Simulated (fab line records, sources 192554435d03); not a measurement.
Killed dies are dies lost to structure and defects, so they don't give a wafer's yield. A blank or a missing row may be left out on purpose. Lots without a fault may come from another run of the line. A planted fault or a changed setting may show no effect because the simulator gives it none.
Which tool did it? | flow n5_finfet | 10 lots, 29 wafers sampled, at 5 steps of a route of 1938

WHAT THE GAUGES READ, wafer by wafer
N5_BEOL_M4_RC_MEAS_101.
lot  | measured     | on        | CJ_P           | DIBL_N (mV/V)  | DIBL_P (mV/V) | IOFF_N (nA/um) | IOFF_P (nA/um)   | IOFF_P_85C (nA/um) | IOFF_P_LIN (nA/um) | ION_N (uA/um) | ION_P (uA/um) | SS_N (mV/dec)  | SS_P (mV/dec)    | VT_N (mV)   | VT_P (mV)      | VT_P_LVT (mV)
L584 | day 9 00:22  | prober-02 | 5.79 6.07 5.73 | 39.6 32.8 35.8 | 40 33 34      | 0.22 0.11 0.17 | 0.24 0.14 0.17   | 4.2 2.7 3.1        | 0.106 0.074 0.084  | 684 672 671   | 462 458 455   | 72.7 70.8 72.8 | 74.3 72.5 72.4   | 247 257 255 | -252 -255 -253 | -98 -106 -103
L587 | day 10 15:59 | prober-01 | 6.06 5.84 6.18 | 41.4 34.6 33.7 | 40 34 32      | 0.26 0.13 0.11 | 0.23 0.16 0.14   | 3.9 2.9 2.6        | 0.100 0.079 0.072  | 679 680 660   | 461 467 451   | 74.1 71.1 70.6 | 74.1 72.8 72.3   | 248 254 255 | -252 -253 -256 | -99 -103 -105
L589 | day 11 07:46 | prober-02 | 5.76 6.29 5.92 | 36.1 34.7 37.5 | 38 37 40      | 0.14 0.13 0.17 | 0.17 0.16 0.21   | 3.1 2.9 3.6        | 0.084 0.078 0.096  | 685 680 683   | 462 460 468   | 72.3 70.9 72.2 | 73.4 73.3 73.8   | 253 252 250 | -256 -254 -252 | -104 -105 -101
L590 | day 10 19:55 | prober-01 | 5.51 5.57 5.71 | 33.5 36.6 35.9 | 33 37 36      | 0.12 0.17 0.15 | 0.16 0.22 0.19   | 2.9 3.9 3.5        | 0.084 0.106 0.096  | 688 677 699   | 473 462 472   | 70.3 72.3 71.2 | 72.1 73.1 72.9   | 253 247 251 | -253 -251 -251 | -101 -96 -99
L592 | day 11 16:38 | prober-01 | 5.98 5.75 5.80 | 36.5 36.9 40.5 | 35 35 39      | 0.14 0.15 0.22 | 0.17 0.16 0.22   | 3.0 2.9 3.8        | 0.081 0.081 0.097  | 668 670 653   | 459 453 444   | 72.1 71.8 72.6 | 72.6 73.1 74.3   | 254 251 250 | -255 -254 -252 | -103 -103 -101
L593 | day 12 02:23 | prober-02 | 5.24 5.27 5.03 | 36.7 36.9 33.7 | 35 36 34      | 0.16 0.16 0.12 | 0.22 0.22 0.19   | 3.9 3.8 3.4        | 0.108 0.103 0.096  | 694 689 669   | 474 472 471   | 71.3 72.2 71.1 | 73.3 73.1 72.6   | 246 250 254 | -247 -249 -251 | -97 -98 -99
L594 | day 12 06:24 | prober-02 | 5.15 6.01 5.01 | 39.0 34.0 33.2 | 35 30 29      | 0.18 0.10 0.10 | 0.17 0.12 0.11   | 3.2 2.3 2.2        | 0.084 0.066 0.062  | 661 657 666   | 443 450 447   | 73.2 70.7 70.3 | 73.4 72.7 71.5   | 254 258 260 | -253 -259 -262 | -102 -106 -107
L595 | day 12 06:50 | prober-01 | 6.03 4.35 4.66 | 35.4 34.7 36.0 | 35 147 92     | 0.18 0.17 0.18 | 0.18 74.31 17.48 | 3.2 499.1 145.7    | 0.092 1.006 0.460  | 668 690 692   | 453 523 510   | 72.7 71.2 71.7 | 72.9 151.2 120.3 | 246 245 246 | -251 -234 -236 | -98 -80 -82
L600 | day 13 19:08 | prober-01 | 5.31 5.37      | 37.3 39.0      | 81 38         | 0.16 0.18      | 10.51 0.20       | 99.3 3.6           | 0.339 0.097        | 683 680       | 503 457       | 71.2 72.0      | 112.9 73.3       | 250 252     | -238 -252      | -84 -96
L605 | day 15 02:44 | prober-01 | 6.03 5.89 6.23 | 40.5 39.1 35.2 | 40 40 34      | 0.22 0.21 0.11 | 0.27 0.30 0.19   | 4.5 4.8 3.3        | 0.121 0.131 0.093  | 656 690 630   | 451 481 447   | 73.0 72.1 70.9 | 73.8 74.3 72.7   | 252 248 256 | -249 -245 -251 | -96 -94 -100

WHICH TOOL RAN EACH LOT (tool, then ch and the chambers of the sampled wafers, then the start)
lot  | N5_SD_EPI_P_SD_RECESS_17        | N5_BEOL_M4_ANNEAL_87         | N5_BEOL_M4_ANNEAL_89         | N5_BEOL_M4_DEP_57
L584 | rie_si-05 ch 0,2,3, day 3 14:36 | pvd_sputter-03, day 8 22:10  | pvd_sputter-03, day 8 22:23  | pecvd-03 ch 0,1,2, day 9 00:15
L587 | rie_si-01 ch 1,2, day 4 07:10   | pvd_sputter-03, day 10 13:25 | pvd_sputter-03, day 10 13:38 | pecvd-03 ch 0,2, day 10 15:43
L589 | rie_si-05 ch 0,3, day 4 19:57   | pvd_sputter-03, day 11 05:39 | pvd_sputter-03, day 11 05:52 | pecvd-04 ch 0,1,2, day 11 07:39
L590 | rie_si-01 ch 1,2, day 5 02:02   | pvd_sputter-03, day 10 17:43 | pvd_sputter-03, day 10 17:56 | pecvd-04 ch 1,2, day 10 19:47
L592 | rie_si-01 ch 0,1, day 5 10:39   | pvd_sputter-02, day 11 14:21 | pvd_sputter-02, day 11 14:34 | pecvd-03 ch 0,2, day 11 16:22
L593 | rie_si-01 ch 2,3, day 5 21:55   | pvd_sputter-01, day 12 00:12 | pvd_sputter-01, day 12 00:25 | pecvd-04 ch 0,1, day 12 02:16
L594 | rie_si-01 ch 0,3, day 6 01:10   | pvd_sputter-01, day 12 03:59 | pvd_sputter-01, day 12 04:14 | pecvd-03 ch 0,1, day 12 06:08
L595 | rie_si-01 ch 0,1,2, day 6 08:36 | pvd_sputter-03, day 12 04:41 | pvd_sputter-03, day 12 04:54 | pecvd-02 ch 0,1,2, day 12 06:41
L600 | rie_si-01 ch 1,3, day 7 12:16   | pvd_sputter-02, day 13 16:24 | pvd_sputter-02, day 13 16:37 | pecvd-02 ch 0,1, day 13 18:52
L605 | rie_si-03 ch 0,1,2, day 8 18:16 | pvd_sputter-03, day 15 00:25 | pvd_sputter-03, day 15 00:38 | pecvd-02 ch 0,1,2, day 15 02:28
- N5_SD_EPI_P_SD_RECESS_17: chemistry HBr/Cl2/O2, target depth 39.1 nm, bt time 3 s.
- N5_BEOL_M4_ANNEAL_87: time 240 s.
- N5_BEOL_M4_ANNEAL_89: time 240 s.
- N5_BEOL_M4_DEP_57: deposits SiCN from 3MS/NH3, target thk 8 nm, time 14 s.

WHAT THE TOOLS THEMSELVES READ (means of the sampled wafers that have a number; where no wafer has one, the mark that the record gives instead)
N5_SD_EPI_P_SD_RECESS_17.
lot  | tool      | drypump_motor_current_A (A) | he_backside_leak_sccm (sccm) | oes_product_au (a.u.) | throttle_valve_pct (%)
L584 | rie_si-05 | 5.7                         | 2.7                          | 1.003                 | 36.8
L587 | rie_si-01 | 5.9                         | 3.0                          | 0.980                 | 36.9
L589 | rie_si-05 | 5.5                         | 3.2                          | 1.001                 | 37.2
L590 | rie_si-01 | 5.8                         | 2.9                          | 0.992                 | 37.0
L592 | rie_si-01 | 5.5                         | 2.8                          | 0.992                 | 36.9
L593 | rie_si-01 | 5.8                         | 2.9                          | 0.977                 | 37.0
L594 | rie_si-01 | 5.5                         | 2.7                          | 0.999                 | 37.2
L595 | rie_si-01 | 5.7                         | 2.9                          | 0.984                 | 36.9
L600 | rie_si-01 | 5.7                         | 2.6                          | 0.996                 | 37.2
L605 | rie_si-03 | 5.4                         | 2.6                          | 0.992                 | 37.7

N5_BEOL_M4_ANNEAL_87.
lot  | tool           | heater_power_w (W)
L584 | pvd_sputter-03 | 815
L587 | pvd_sputter-03 | 838
L589 | pvd_sputter-03 | 820
L590 | pvd_sputter-03 | 843
L592 | pvd_sputter-02 | 754
L593 | pvd_sputter-01 | 839
L594 | pvd_sputter-01 | 876
L595 | pvd_sputter-03 | 820
L600 | pvd_sputter-02 | 741
L605 | pvd_sputter-03 | 841

N5_BEOL_M4_ANNEAL_89.
lot  | tool           | heater_power_w (W)
L584 | pvd_sputter-03 | 822
L587 | pvd_sputter-03 | 842
L589 | pvd_sputter-03 | 829
L590 | pvd_sputter-03 | 837
L592 | pvd_sputter-02 | 756
L593 | pvd_sputter-01 | 829
L594 | pvd_sputter-01 | 864
L595 | pvd_sputter-03 | 806
L600 | pvd_sputter-02 | 743
L605 | pvd_sputter-03 | 843

N5_BEOL_M4_DEP_57.
lot  | tool     | showerhead_plenum_p_Torr (Torr) | throttle_valve_pct (%)
L584 | pecvd-03 | 3.660                           | 9.5
L587 | pecvd-03 | 3.662                           | 8.8
L589 | pecvd-04 | 3.657                           | 8.9
L590 | pecvd-04 | 3.666                           | 9.1
L592 | pecvd-03 | 3.659                           | 9.2
L593 | pecvd-04 | 3.649                           | 9.3
L594 | pecvd-03 | 3.651                           | 9.7
L595 | pecvd-02 | 3.658                           | 8.5
L600 | pecvd-02 | 3.656                           | 8.7
L605 | pecvd-02 | 3.658                           | 8.6

THE ANSWER, worked out from the rows above alone
Rule: what is usual is taken from the lots themselves. Put in order of their means at a reading, lots are off if they are a third of the lots or fewer, leave a main group of 4 or more, and stand apart from it by a gap of 3 or more times the standard deviation of the main group's means; of several such gaps the widest counts. A main group whose means are all the same, to the digits that the tables above print for the reading, isn't used. A lot without any number at a reading at which 4 lots or more have one is off too. The other lots that the step has rows for count as sound. The gauges are gone through in route order, then the tools' own readings, and for those a lot's mean is taken as printed above. The first step at which some lot is off is used, and at that step the reading that is off furthest; a lot without a number counts as furthest.
Off: L595, L600, at N5_BEOL_M4_RC_MEAS_101 (IOFF_P). The main group: mean 0.19 nA/um, standard deviation 0.032.
A tool fits if, at a process step before that reading, it ran every lot that is off, and no sound lot after the first of them. The gauges at N5_BEOL_M4_RC_MEAS_101 are tried like those tools. One fits: rie_si-01 at N5_SD_EPI_P_SD_RECESS_17. Its last sound lot is L594 (day 6 01:10), its first lot that is off L595 (day 6 08:36): a fault that began between those two fits.

WHAT THE SIMULATOR HAD PUT IN
Process parameter drift: rie_si-01, from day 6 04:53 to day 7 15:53, at N5_SD_EPI_P_SD_RECESS_17. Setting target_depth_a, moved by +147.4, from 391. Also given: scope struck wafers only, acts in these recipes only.
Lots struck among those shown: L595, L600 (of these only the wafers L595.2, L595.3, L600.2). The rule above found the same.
